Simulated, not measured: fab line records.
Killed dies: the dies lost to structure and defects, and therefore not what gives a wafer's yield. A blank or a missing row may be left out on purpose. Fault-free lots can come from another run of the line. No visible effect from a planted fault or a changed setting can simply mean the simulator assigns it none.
Which tool is to blame?    flow n5 finfet    Sampling: 24 lots, 72 wafers, 5 of 1938 route steps

== WHAT THE GAUGES READ, wafer by wafer ==
N5_BEOL_M11_RS_MEAS_57: the measuring method here is four-point-probe.
lot   measured      on             M11_RS (ohm/sq)
L075  day 11 16:58  film metro-01  0.144 0.143 0.144
L077  day 12 02:23  film metro-02  0.141 0.144 0.143
L074  day 12 04:32  film metro-01  0.154 0.140 0.140
L076  day 12 10:34  film metro-01  0.158 0.139 0.142
L079  day 13 03:33  film metro-02  0.155 0.149 0.149
L078  day 13 08:26  film metro-01  0.145 0.146 0.145
L081  day 13 16:00  film metro-02  0.150 0.158 0.151
L080  day 13 16:13  film metro-02  0.157 0.145 0.155
L083  day 14 12:32  film metro-01  0.141 0.146 0.153
L085  day 14 23:48  film metro-01  0.156 0.148 0.158
L082  day 15 00:04  film metro-01  0.152 0.149 0.156
L084  day 15 00:15  film metro-02  0.149 0.146 0.149
L086  day 15 00:21  film metro-02  0.147 0.149 0.149
L087  day 15 02:32  film metro-02  0.139 0.146 0.145
L088  day 15 18:56  film metro-01  0.147 0.148 0.146
L090  day 16 04:01  film metro-02  0.149 0.144 0.152
L089  day 16 04:01  film metro-01  0.152 0.144 0.145
L091  day 16 08:09  film metro-02  0.153 0.152 0.150
L093  day 16 19:08  film metro-01  0.158 0.146 0.147
L092  day 16 19:23  film metro-02  0.154 0.149 0.151
L097  day 17 01:57  film metro-01  0.141 0.152 0.142
L094  day 17 13:22  film metro-02  0.152 0.147 0.149
L095  day 17 17:53  film metro-02  0.142 0.160 0.151
L096  day 17 19:05  film metro-02  0.144 0.146 0.151

N5_BEOL_M12_OVL_MEAS_11.
lot   measured      on          V11_OVL (nm)
L075  day 11 17:37  overlay-01  -1 -1 2
L077  day 12 02:55  overlay-02  -3 -7 0
L074  day 12 05:04  overlay-01  -5 11 3
L076  day 12 11:13  overlay-01  1 0 2
L079  day 13 04:05  overlay-01  -3 5 -1
L078  day 13 09:01  overlay-02  -7 -2 -4
L081  day 13 16:39  overlay-02  4 0 10
L080  day 13 16:52  overlay-02  -11 -4 -7
L083  day 14 13:04  overlay-02  -5 2 -2
L085  day 15 00:29  overlay-01  -3 0 -6
L082  day 15 00:43  overlay-02  -1 -3 -3
L084  day 15 00:46  overlay-01  0 -3 6
L086  day 15 01:00  overlay-01  5 -9 2
L087  day 15 03:11  overlay-02  -11 -7 -3
L088  day 15 19:35  overlay-02  -3 7 3
L090  day 16 04:32  overlay-02  -5 -5 -11
L089  day 16 04:43  overlay-02  -1 2 -5
L091  day 16 08:41  overlay-02  1 5 -2
L093  day 16 19:40  overlay-02  -17 -5 -11
L092  day 16 20:03  overlay-01  -1 -5 1
L097  day 17 02:36  overlay-02  -1 6 -6
L094  day 17 13:54  overlay-01  -2 -3 5
L095  day 17 18:27  overlay-02  -11 5 -4
L096  day 17 22:14  overlay-01  5 0 5

== WHAT TOOL EACH LOT RAN ON (gives the tool, then ch and the chambers of the sampled wafers, and finally the start) ==
lot   N5_BEOL_M11_TRENCH_ETCH_37                     N5_BEOL_M11_CURE_72            N5_BEOL_M11_SURFACE_TREAT_76
L075  rie diel-04 ch 1,3, day 11 14:38 or earlier    uv cure-01 ch 0, day 11 14:38  pvd sputter-03, day 11 15:51
L077  rie diel-04 ch 1,2,3, day 11 22:08 or earlier  uv cure-03 ch 2, day 11 22:08  pvd sputter-03, day 11 23:28
L074  rie diel-01 ch 1,2,3, day 12 02:10 or earlier  uv cure-03 ch 2, day 12 02:10  pvd sputter-02, day 12 03:08
L076  rie diel-01 ch 1,2,3, day 12 05:24 or earlier  uv cure-01 ch 2, day 12 05:24  pvd sputter-02, day 12 07:34
L079  rie diel-06 ch 1,2, day 13 00:28 or earlier    uv cure-02 ch 1, day 13 00:28  pvd sputter-01, day 13 01:42
L078  rie diel-04 ch 1,3, day 13 04:40 or earlier    uv cure-03 ch 1, day 13 04:40  pvd sputter-01, day 13 07:18
L081  rie diel-06 ch 1,2,3, day 13 13:41 or earlier  uv cure-02 ch 1, day 13 13:41  pvd sputter-02, day 13 14:48
L080  rie diel-01 ch 0,1,2, day 13 13:51 or earlier  uv cure-01 ch 2, day 13 13:51  pvd sputter-02, day 13 14:50
L083  rie diel-01 ch 0,2,3, day 14 09:36 or earlier  uv cure-03 ch 1, day 14 09:36  pvd sputter-02, day 14 10:42
L085  rie diel-06 ch 1,3, day 14 20:44 or earlier    uv cure-03 ch 0, day 14 20:44  pvd sputter-01, day 14 22:30
L082  rie diel-01 ch 0,1,3, day 14 21:00 or earlier  uv cure-01 ch 1, day 14 21:00  pvd sputter-01, day 14 22:37
L084  rie diel-04 ch 0,1,3, day 14 21:10 or earlier  uv cure-02 ch 0, day 14 21:10  pvd sputter-01, day 14 22:47
L086  rie diel-04 ch 0,1,3, day 14 22:14 or earlier  uv cure-01 ch 1, day 14 22:14  pvd sputter-01, day 14 23:03
L087  rie diel-01 ch 2,3, day 14 22:51 or earlier    uv cure-02 ch 1, day 14 22:51  pvd sputter-01, day 15 01:13
L088  rie diel-04 ch 0,1, day 15 15:55 or earlier    uv cure-03 ch 2, day 15 15:55  pvd sputter-01, day 15 17:15
L090  rie diel-01 ch 0,2, day 16 01:14 or earlier    uv cure-03 ch 1, day 16 01:14  pvd sputter-03, day 16 02:29
L089  rie diel-04 ch 1,3, day 16 01:29 or earlier    uv cure-03 ch 2, day 16 01:29  pvd sputter-03, day 16 02:27
L091  rie diel-01 ch 0,1, day 16 05:26 or earlier    uv cure-02 ch 0, day 16 05:26  pvd sputter-01, day 16 06:48
L093  rie diel-01 ch 1,3, day 16 15:07 or earlier    uv cure-03 ch 2, day 16 15:07  pvd sputter-02, day 16 16:07
L092  rie diel-06 ch 0,1,2, day 16 15:32 or earlier  uv cure-01 ch 1, day 16 15:32  pvd sputter-03, day 16 17:59
L097  rie diel-01 ch 0,2, day 16 22:13 or earlier    uv cure-03 ch 1, day 16 22:13  pvd sputter-01, day 17 00:34
L094  rie diel-01 ch 0,2,3, day 17 08:59 or earlier  uv cure-03 ch 1, day 17 08:59  pvd sputter-03, day 17 11:43
L095  rie diel-01 ch 0,1,3, day 17 13:47 or earlier  uv cure-03 ch 2, day 17 13:47  pvd sputter-03, day 17 16:37
L096  rie diel-04 ch 0,2,3, day 17 16:33 or earlier  uv cure-03 ch 1, day 17 16:33  pvd sputter-03, day 17 17:16
- N5_BEOL_M11_TRENCH_ETCH_37: etches SiCOH lowk in C4F6/O2, target depth 148.83 nm, time 48 s.
- N5_BEOL_M11_CURE_72: cures SiCOH lowk, time 120 s.
- N5_BEOL_M11_SURFACE_TREAT_76

== WHAT THE TOOLS THEMSELVES READ (means of the sampled wafers that have a number; where no wafer has one, the mark that the record gives instead) ==
N5_BEOL_M11_TRENCH_ETCH_37.
lot   tool         drypump motor current A (A)  oes product au (a.u.)  rf vpp V (V)  showerhead plenum p Torr (Torr)  throttle valve pct (%)
L075  rie diel-04  5.3                          0.92                   655           2.84                             20.93
L077  rie diel-04  5.5                          0.87                   662           2.80                             20.88
L074  rie diel-01  5.4                          0.80                   669           2.92                             21.11
L076  rie diel-01  5.4                          0.80                   669           2.92                             21.11
L079  rie diel-06  5.5                          0.85                   672           2.85                             20.58
L078  rie diel-04  5.5                          0.90                   660           2.86                             20.97
L081  rie diel-06  5.3                          0.80                   661           2.81                             20.67
L080  rie diel-01  5.7                          0.80                   662           2.87                             20.88
L083  rie diel-01  5.6                          0.82                   665           2.84                             20.93
L085  rie diel-06  5.2                          0.77                   650           2.78                             20.77
L082  rie diel-01  5.8                          0.79                   676           2.87                             20.92
L084  rie diel-04  5.4                          0.87                   661           2.86                             21.03
L086  rie diel-04  5.4                          0.87                   662           2.86                             21.03
L087  rie diel-01  5.2                          0.81                   660           2.88                             21.14
L088  rie diel-04  5.5                          0.88                   668           2.90                             21.08
L090  rie diel-01  5.9                          0.83                   657           2.80                             20.69
L089  rie diel-04  5.4                          0.86                   659           2.85                             21.01
L091  rie diel-01  5.9                          0.76                   671           2.89                             20.92
L093  rie diel-01  5.4                          0.77                   683           2.90                             21.17
L092  rie diel-06  5.5                          0.79                   660           2.78                             20.85
L097  rie diel-01  5.5                          0.81                   651           2.83                             20.93
L094  rie diel-01  5.6                          0.80                   665           2.83                             20.94
L095  rie diel-01  5.8                          0.77                   676           2.86                             20.95
L096  rie diel-04  5.4                          0.80                   663           2.79                             20.97

N5_BEOL_M11_CURE_72.
lot   tool        lamp power pct (%)  wafer_temp_C_max
L075  uv cure-01  52.32               371.3
L077  uv cure-03  52.30               371.5
L074  uv cure-03  52.26               371.6
L076  uv cure-01  52.34               371.4
L079  uv cure-02  52.28               371.5
L078  uv cure-03  52.30               371.6
L081  uv cure-02  52.29               371.5
L080  uv cure-01  52.31               371.6
L083  uv cure-03  52.32               371.7
L085  uv cure-03  52.33               372.3
L082  uv cure-01  52.29               371.5
L084  uv cure-02  52.32               371.5
L086  uv cure-01  52.36               371.0
L087  uv cure-02  52.32               371.2
L088  uv cure-03  52.27               371.4
L090  uv cure-03  52.34               371.7
L089  uv cure-03  52.31               371.2
L091  uv cure-02  52.32               371.8
L093  uv cure-03  52.34               371.3
L092  uv cure-01  52.27               371.4
L097  uv cure-03  52.34               371.7
L094  uv cure-03  52.33               371.8
L095  uv cure-03  52.34               371.5
L096  uv cure-03  52.28               371.2

== THE ANSWER, worked out from the rows above alone ==
Rule: what is usual is taken from the lots themselves. The widest of any qualifying gaps counts: lots, ordered by their means at a reading, are off when they make up no more than a third of the lots, leave a main group of 4 or more, and stand apart from it by 3 or more times the standard deviation of that group's means. Not used: any main group whose means are identical at the precision the tables above print for the reading. A lot without any number at a reading at which 4 lots or more have one is off too. The other lots that the step has rows for count as sound. First the gauges in route order, then the tools' own readings, where a lot's mean is used as printed above. At the first step where some lot is off, the reading lying furthest off is the one used; lots without a number count as furthest.
No lot is off at any reading shown: from this, nothing can be told.

== WHAT THE SIMULATOR HAD PUT IN ==
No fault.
